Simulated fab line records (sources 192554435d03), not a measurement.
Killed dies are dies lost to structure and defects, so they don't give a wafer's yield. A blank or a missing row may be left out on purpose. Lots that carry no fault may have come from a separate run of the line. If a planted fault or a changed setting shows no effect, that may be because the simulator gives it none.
Which tool was responsible?	flow n5_finfet	Sampling: 24 lots, 72 wafers, 3 of 1938 route steps

## WHAT THE GAUGES READ, wafer by wafer
N5_BEOL_M0_RS_MEAS_126: measures by four-point-probe. Usual: M0_RS 0.529 ohm/sq, standard deviation 0.015.
lot	measured	on	M0_RS (ohm/sq)	flag
L075	day 6 03:47	film_metro-02	0.531 0.545 0.527	
L074	day 6 04:34	film_metro-02	0.549 0.540 0.523	
L076	day 6 11:03	film_metro-02	0.506 0.522 0.539	
L077	day 6 16:08	film_metro-01	0.532 0.538 0.535	
L078	day 7 02:32	film_metro-02	0.545 0.536 0.556	
L079	day 7 08:03	film_metro-01	0.522 0.528 0.513	
L080	day 7 10:25	film_metro-02	0.514 0.532 0.519	
L081	day 7 23:31	film_metro-01	0.515 0.535 0.529	
L082	day 8 02:13	film_metro-01	0.547 0.519 0.550	
L083	day 8 03:34	film_metro-01	0.536 0.521 0.512	
L084	day 8 07:56	film_metro-01	0.520 0.514 0.513	
L085	day 8 17:14	film_metro-02	0.518 0.503 0.525	
L086	day 9 00:16	film_metro-01	0.532 0.513 0.504	
L087	day 9 07:56	film_metro-01	0.537 0.541 0.516	
L088	day 9 09:22	film_metro-01	0.534 0.542 0.550	
L089	day 9 16:36	film_metro-01	0.532 0.549 0.522	
L090	day 9 20:56	film_metro-02	0.536 0.495 0.529	
L091	day 10 10:23	film_metro-01	0.538 0.512 0.511	
L092	day 10 16:05	film_metro-01	0.501 0.529 0.530	
L093	day 10 18:07	film_metro-01	0.514 0.533 0.511	
L094	day 10 22:28	film_metro-01	0.555 0.542 0.538	
L095	day 11 06:45	film_metro-02	0.554 0.534 0.552	
L096	day 11 09:38	film_metro-01	0.537 0.545 0.531	
L097	day 11 15:34	film_metro-02	0.543 0.546 0.541	

N5_BEOL_M1_THK_MEAS_01. Usual: M1_ILD_THK 79.3 nm, standard deviation 1.1.
lot	measured	on	M1_ILD_THK (nm)	flag
L075	day 6 03:55	film_metro-02	79.7 80.7 81.8	
L074	day 6 04:42	film_metro-02	78.2 78.3 79.0	
L076	day 6 11:11	film_metro-01	79.7 77.8 77.9	
L077	day 6 16:16	film_metro-02	78.5 78.8 79.6	
L078	day 7 02:40	film_metro-02	78.6 81.1 81.7	
L079	day 7 08:11	film_metro-02	78.0 78.9 80.4	
L080	day 7 10:32	film_metro-02	77.8 77.8 78.9	
L081	day 7 23:39	film_metro-02	80.0 80.1 80.7	
L082	day 8 02:21	film_metro-01	77.9 78.1 77.8	
L083	day 8 03:41	film_metro-01	77.6 80.5 79.7	
L084	day 8 08:04	film_metro-01	79.2 79.7 79.8	
L085	day 8 17:23	film_metro-02	77.3 80.4 79.3	
L086	day 9 00:24	film_metro-01	79.2 79.8 80.0	
L087	day 9 08:04	film_metro-02	79.8 78.7 80.6	
L088	day 9 09:30	film_metro-01	78.0 78.6 80.0	
L089	day 9 16:49	film_metro-01	78.8 77.4 78.8	
L090	day 9 21:04	film_metro-01	79.0 80.4 80.3	
L091	day 10 10:32	film_metro-01	80.2 79.5 80.2	
L092	day 10 16:13	film_metro-02	79.2 78.2 79.4	
L093	day 10 18:14	film_metro-01	78.2 79.6 78.2	
L094	day 10 22:38	film_metro-01	80.4 79.1 80.8	
L095	day 11 06:54	film_metro-01	77.5 80.1 79.7	
L096	day 11 09:46	film_metro-01	80.4 80.9 81.1	
L097	day 11 15:43	film_metro-01	78.5 78.0 79.5	

## WHAT TOOL EACH LOT RAN ON (gives the tool, then ch and the chambers of the sampled wafers, and finally the start)
lot	N5_BEOL_M1_ILD_DEP_00
L075	pecvd-02 ch 0,1,2, day 6 03:51
L074	pecvd-03 ch 0,2, day 6 04:38
L076	pecvd-04 ch 0,1,2, day 6 11:07
L077	pecvd-02 ch 0,2, day 6 16:12
L078	pecvd-02 ch 0,1,2, day 7 02:35
L079	pecvd-04 ch 0,2, day 7 08:07
L080	pecvd-03 ch 1,2, day 7 10:28
L081	pecvd-02 ch 0,1,2, day 7 23:35
L082	pecvd-04 ch 1,2, day 8 02:17
L083	pecvd-02 ch 0,1,2, day 8 03:37
L084	pecvd-02 ch 0,1,2, day 8 08:00
L085	pecvd-03 ch 0,1, day 8 17:17
L086	pecvd-02 ch 0,1,2, day 9 00:20
L087	pecvd-04 ch 0,2, day 9 07:59
L088	pecvd-04 ch 0,1,2, day 9 09:26
L089	pecvd-03 ch 0,1, day 9 16:44
L090	pecvd-02 ch 0,2, day 9 20:59
L091	pecvd-03 ch 0,1, day 10 10:28
L092	pecvd-02 ch 0,1,2, day 10 16:09
L093	pecvd-03 ch 0,2, day 10 18:11
L094	pecvd-03 ch 1,2, day 10 22:33
L095	pecvd-03 ch 1,2, day 11 06:49
L096	pecvd-02 ch 0,1,2, day 11 09:41
L097	pecvd-03 ch 1,2, day 11 15:38
- N5_BEOL_M1_ILD_DEP_00: deposits SiOC from DEMS/O2, target thk 79 nm, time 15.3 s.

## AS READ BY THE TOOLS THEMSELVES (means over the sampled wafers that have a number; for cases with no such wafer, the mark the record gives instead)
N5_BEOL_M1_ILD_DEP_00. Usual: heater_power_w 469 W, standard deviation 61; showerhead_plenum_p_Torr 5.696 Torr, standard deviation 0.012; throttle_valve_pct 12.1 %, standard deviation 0.56.
lot	tool	heater_power_w (W)	showerhead_plenum_p_Torr (Torr)	throttle_valve_pct (%)	flag
L075	pecvd-02	441	5.696	12.2	
L074	pecvd-03	559	5.708	11.8	
L076	pecvd-04	455	5.700	12.1	
L077	pecvd-02	401	5.697	12.0	
L078	pecvd-02	428	5.694	12.3	
L079	pecvd-04	465	5.691	11.9	
L080	pecvd-03	490	5.698	11.6	
L081	pecvd-02	446	5.694	12.3	
L082	pecvd-04	465	5.697	12.0	
L083	pecvd-02	436	5.696	12.4	
L084	pecvd-02	441	5.704	12.4	
L085	pecvd-03	502	5.704	11.9	
L086	pecvd-02	463	5.691	12.3	
L087	pecvd-04	480	5.688	12.1	
L088	pecvd-04	462	5.701	12.3	
L089	pecvd-03	493	5.706	11.9	
L090	pecvd-02	402	5.690	12.4	
L091	pecvd-03	522	5.702	12.1	
L092	pecvd-02	439	5.702	12.4	
L093	pecvd-03	537	5.692	11.7	
L094	pecvd-03	540	5.695	11.5	
L095	pecvd-03	515	5.690	11.4	
L096	pecvd-02	462	5.703	12.4	
L097	pecvd-03	489	5.704	11.4	

## THE ANSWER, worked out from the rows above alone
Rule: lot off if the mean of its wafers having a number is beyond 3 standard deviations from the usual mean. Also off: a lot with no number at a reading for which 4 or more lots have one. Where the step has rows for the other lots, those lots are counted as sound. After the gauges, taken in route order, come the tools' own readings; for these a lot's mean is taken, as printed above. At the first step where some lot is off, the reading lying furthest off is the one used; lots without a number count as furthest.
Nothing can be told from this: no lot is off at any reading shown.

## WHAT THE SIMULATOR HAD INSERTED
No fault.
